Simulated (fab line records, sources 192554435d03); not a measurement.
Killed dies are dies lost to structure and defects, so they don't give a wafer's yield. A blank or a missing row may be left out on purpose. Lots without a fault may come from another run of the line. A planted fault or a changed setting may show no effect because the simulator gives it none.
fab line records | flow n5_finfet
record lots=7 wafers=39
route steps=1938 shown WELL_APT@47 DUMMY_GATE@228 GATE_CUT@469 MOL_CONTACT_COAG@599
start_h: hours from the record's first day to the start of the lot's first wafer shown | wait_h: hours since the lot's step before | " the same as in the row above | L1.1+2: a row that stands for several wafers | - no value, or no start given | * or withheld: withheld | < > ~ a bound
route shown NAME@n: a module of which the file shows steps, and the number in the route of the first | usual: mean/standard deviation of fault-free wafers | same: alike in all rows | chamber/n: place in a boat | sites: the reading at each site | _std_site: their standard deviation | _edge_site: outer sites' mean less inner sites' | radius_mm: how far each site lies from the wafer's centre | mask NAME#n: copy n | behind: the tool/chamber that last shaped the wafer | hold: why the lot was held/for how many hours/how that ended | device: the transistor (n, p or np) that didn't switch | end of line: the same wafers' tests at the end of the route | a step without rows: its recipe alone | killed: dies lost to structure and defects at the first sort, not the wafer's yield | map: a wafer's dies, x killed, . not, _ none there
set.NAME: the setting as run; set.NAME@STEP: as run at that earlier step | model.NAME: the simulator's own value behind a step, which no gauge read
lots whose settings were changed on purpose; a table a step, a row a wafer
## steps
# step N5_WELL_APT_IMPLANT_31
# recipe species=B energy_kev=60 dose_cm2=1.5e+13 tilt_deg=0 rotation_deg=0
# columns lot.wafer tool chamber start_h wait_h set.energy_kev model.implant.rp_nm model.implant.drp_nm
L077.1+2+3+4+5+6 implanter-02 0 33.01 0.1 60 192.5 64.53
L082.2+5+6 implanter-01 0 63.47 0.1 60 188.7 64.53
L083.1+4+6 implanter-02 0 69.35 0.1 63.95 211.8 66.71
L083.2+3+5 " 0 " " 60 194.5 64.53
L084.1+2+5 implanter-02 0 75.33 0.1 60 189.5 64.53
L084.3+4+6 " 0 " " 57.05 181 62.82
L085.1+5+6 implanter-01 0 81.12 0.1 65.93 224.4 67.76
L085.2+3+4 " 0 " " 60 195.9 64.53
L088.1+5+6 implanter-01 0 99.43 0.1 64.05 209.7 66.76
L088.2+3+4 " 0 " " 60 192 64.53
L089.1+4+5 implanter-01 0 105.23 0.1 60 187.9 64.53
L089.2+3+6 " 0 " " 65.53 213.1 67.55
# step N5_DUMMY_GATE_EXPOSE_12
# recipe mask_id=GATE na=0.33 source_shape=annular sigma_inner=0.2 sigma_outer=0.6 polarization=unpolarized target_cd_nm=25 dose_mj=34
# columns lot.wafer tool chamber start_h wait_h mask set.dose_mj
L077.1+4+6 euv_scanner-01 0 64.41 - GATE#0 34
L077.2+3+5 " 0 " " GATE#0 31.36
L082.2+5+6 euv_scanner-02 0 92.79 - GATE#0 34
L083.1+2+4 euv_scanner-02 0 99.78 - GATE#0 34
L083.3+5+6 " 0 " " GATE#0 35.63
L084.1+4+6 euv_scanner-01 0 106.03 - GATE#0 31.6
L084.2+3+5 " 0 " " GATE#0 34
L085.1+2+3+4+5+6 euv_scanner-02 0 115.32 - GATE#0 34
L088.1+2+3+4+5+6 euv_scanner-01 0 133.20 - GATE#0 34
L089.1+4+6 euv_scanner-01 0 144.37 - GATE#0 32.23
L089.2+3+5 " 0 " " GATE#0 34
# step N5_DUMMY_GATE_PEB_13
# recipe peb_temp_c=100 peb_time_s=60 resist=CAR-EUV
# step N5_DUMMY_GATE_DEVELOP_14
# recipe develop_time_s=30 developer=TMAH resist=CAR-EUV rinse_liquid=surfactant_rinse dry=air_spin dev_temp_c=23
# step N5_DUMMY_GATE_CD_MEAS_15
# recipe target_cd_nm=25.8 landing_energy_ev=500 detector=se_inlens
# usual cd_nm=25.05/0.24
# columns lot.wafer tool chamber start_h wait_h set.dose_mj@DUMMY_GATE_EXPOSE_12 cd_nm
L077.1 cd_sem-01 0 64.54 - 34 25.58
L077.2 " 0 " " 31.36 26.87
L077.3 " 0 " " 31.36 26.81
L077.4 " 0 " " 34 25.32
L077.5 " 0 " " 31.36 26.50
L077.6 " 0 " " 34 25.42
L082.2 cd_sem-02 0 92.92 - 34 24.71
L082.5 " 0 " " 34 24.51
L082.6 " 0 " " 34 24.95
L083.1 cd_sem-01 0 99.91 - 34 25.15
L083.2 " 0 " " 34 25.14
L083.3 " 0 " " 35.63 24.38
L083.4 " 0 " " 34 25.11
L083.5 " 0 " " 35.63 24.67
L083.6 " 0 " " 35.63 23.97
L084.1 cd_sem-01 0 106.15 - 31.6 26.56
L084.2 " 0 " " 34 24.90
L084.3 " 0 " " 34 25.27
L084.4 " 0 " " 31.6 26.63
L084.5 " 0 " " 34 25.57
L084.6 " 0 " " 31.6 26.40
L085.1 cd_sem-03 0 115.45 - 34 24.94
L085.2 " 0 " " 34 24.80
L085.3 " 0 " " 34 25.17
L085.4 " 0 " " 34 25.20
L085.5 " 0 " " 34 24.98
L085.6 " 0 " " 34 24.64
L088.1 cd_sem-02 0 133.32 - 34 24.68
L088.2 " 0 " " 34 25.00
L088.3 " 0 " " 34 25.25
L088.4 " 0 " " 34 24.63
L088.5 " 0 " " 34 24.81
L088.6 " 0 " " 34 25.17
L089.1 cd_sem-02 0 144.50 - 32.23 25.92
L089.2 " 0 " " 34 24.76
L089.3 " 0 " " 34 25.04
L089.4 " 0 " " 32.23 25.81
L089.5 " 0 " " 34 25.24
L089.6 " 0 " " 32.23 26.09
# step N5_GATE_CUT_ETCH_58
# recipe chemistry=CH3F/O2 target=SiNx target_depth_a=170 time_s=128.6 ion_energy_ev=50 pressure_mtorr=30 source_w=415 bias_w=21 Ar_flow_sccm=150 CH3F_flow_sccm=30 O2_flow_sccm=20
# usual rf_vpp_V=99.1/0.91
# columns lot.wafer tool chamber start_h wait_h set.bias_w rf_vpp_V
L077.1 rie_diel-03 1 97.78 0.0 21 99.3
L077.2 " 2 " " 21 100.5
L077.3 " 0 " " 21 98.0
L077.4 " 3 " " 21 99.5
L077.5 " 1 " " 21 98.5
L077.6 " 0 " " 21 100.2
L082.2 rie_diel-06 1 125.57 0.0 21 99.7
L082.5 " 3 " " 21 99.6
L082.6 " 0 " " 21 98.6
L083.1 rie_diel-03 2 132.04 0.0 18.09 90.7
L083.2 " 1 " " 18.09 89.8
L083.3 " 0 " " 18.09 90.7
L083.4 " 3 " " 21 99.3
L083.5 " 1 " " 21 99.6
L083.6 " 0 " " 21 100.1
L084.1 rie_diel-02 1 139.40 0.0 21 99.0
L084.2 " 0 " " 21 98.2
L084.3 " 2 " " 21 98.7
L084.4 " 3 " " 21 98.2
L084.5 " 3 " " 21 98.6
L084.6 " 0 " " 21 97.7
L085.1 rie_diel-02 3 148.98 0.0 21 99.5
L085.2 " 0 " " 21 99.9
L085.3 " 2 " " 21 99.8
L085.4 " 1 " " 22.24 102.9
L085.5 " 2 " " 22.24 102.0
L085.6 " 3 " " 22.24 102.3
L088.1 rie_diel-03 1 165.59 0.0 21 99.3
L088.2 " 2 " " 21 99.2
L088.3 " 3 " " 22.12 102.8
L088.4 " 1 " " 22.12 102.8
L088.5 " 3 " " 21 99.4
L088.6 " 2 " " 22.12 103.3
L089.1 rie_diel-06 1 178.65 0.0 19.17 92.2
L089.2 " 2 " " 21 98.5
L089.3 " 3 " " 21 102.0
L089.4 " 0 " " 19.17 93.1
L089.5 " 1 " " 19.17 93.1
L089.6 " 0 " " 21 100.3
# step N5_MOL_CONTACT_COAG_EXPOSE_37
# recipe mask_id=VD na=0.33 source_shape=annular sigma_inner=0.3 sigma_outer=0.7 polarization=unpolarized defocus_nm=0 dose_mj=62
# columns lot.wafer tool chamber start_h wait_h mask set.dose_mj
L077.1+2+3+4+5+6 euv_scanner-01 0 119.87 - VD#0 62
L082.2+5+6 euv_scanner-01 0 146.88 - VD#0 62
L083.1+2+3+4+5+6 euv_scanner-02 0 150.13 - VD#0 62
L084.1+2+5 euv_scanner-02 0 158.89 - VD#0 58.07
L084.3+4+6 " 0 " " VD#0 62
L085.1+2+3+4+5+6 euv_scanner-02 0 167.48 - VD#0 62
L088.1+2+6 euv_scanner-01 0 186.43 - VD#0 66.91
L088.3+4+5 " 0 " " VD#0 62
L089.1+5+6 euv_scanner-02 0 198.32 - VD#0 62
L089.2+3+4 " 0 " " VD#0 60.39
# step N5_MOL_CONTACT_COAG_PEB_38
# recipe peb_temp_c=100 peb_time_s=60 resist=CAR-EUV
# step N5_MOL_CONTACT_COAG_DEVELOP_39
# recipe develop_time_s=30 developer=TMAH resist=CAR-EUV rinse_liquid=surfactant_rinse dry=air_spin dev_temp_c=23
# step N5_MOL_CONTACT_COAG_CD_MEAS_40
# recipe target_cd_nm=25.1 landing_energy_ev=500 detector=se_inlens polarity=opening
# usual cd_nm=25.16/0.26
# columns lot.wafer tool chamber start_h wait_h set.dose_mj@MOL_CONTACT_COAG_EXPOSE_37 cd_nm
L077.1 cd_sem-03 0 120.01 - 62 24.86
L077.2 " 0 " " 62 25.04
L077.3 " 0 " " 62 25.08
L077.4 " 0 " " 62 25.15
L077.5 " 0 " " 62 24.80
L077.6 " 0 " " 62 25.29
L082.2 cd_sem-03 0 147.01 - 62 25.33
L082.5 " 0 " " 62 24.68
L082.6 " 0 " " 62 25.46
L083.1 cd_sem-02 0 150.27 - 62 25.28
L083.2 " 0 " " 62 25.45
L083.3 " 0 " " 62 25.01
L083.4 " 0 " " 62 25.30
L083.5 " 0 " " 62 25.05
L083.6 " 0 " " 62 25.07
L084.1 cd_sem-03 0 159.04 - 58.07 24.00
L084.2 " 0 " " 58.07 24.25
L084.3 " 0 " " 62 25.30
L084.4 " 0 " " 62 25.46
L084.5 " 0 " " 58.07 23.83
L084.6 " 0 " " 62 24.78
L085.1 cd_sem-03 0 167.62 - 62 25.10
L085.2 " 0 " " 62 25.17
L085.3 " 0 " " 62 25.26
L085.4 " 0 " " 62 24.92
L085.5 " 0 " " 62 24.95
L085.6 " 0 " " 62 25.43
L088.1 cd_sem-02 0 186.58 - 66.91 26.56
L088.2 " 0 " " 66.91 26.20
L088.3 " 0 " " 62 24.86
L088.4 " 0 " " 62 25.52
L088.5 " 0 " " 62 24.83
L088.6 " 0 " " 66.91 26.59
L089.1 cd_sem-01 0 198.46 - 62 25.23
L089.2 " 0 " " 60.39 24.69
L089.3 " 0 " " 60.39 24.71
L089.4 " 0 " " 60.39 24.26
L089.5 " 0 " " 62 25.31
L089.6 " 0 " " 62 25.36
## key
split step=N5_WELL_APT_IMPLANT_31 setting=energy_kev stated=60 by=wafer
response step=N5_WELL_APT_IMPLANT_31 reading=model.implant.rp_nm change=+2.67 per=1% r=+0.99
response step=N5_WELL_APT_IMPLANT_31 reading=model.implant.drp_nm change=+0.33 per=1% r=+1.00
split step=N5_DUMMY_GATE_EXPOSE_12 setting=dose_mj stated=34 by=wafer
response step=N5_DUMMY_GATE_CD_MEAS_15 reading=cd_nm change=-0.173 per=1% r=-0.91
split step=N5_GATE_CUT_ETCH_58 setting=bias_w stated=21 by=wafer
response step=N5_GATE_CUT_ETCH_58 reading=rf_vpp_V change=+0.689 per=1% r=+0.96
split step=N5_MOL_CONTACT_COAG_EXPOSE_37 setting=dose_mj stated=62 by=wafer
response step=N5_MOL_CONTACT_COAG_CD_MEAS_40 reading=cd_nm change=+0.184 per=1% r=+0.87
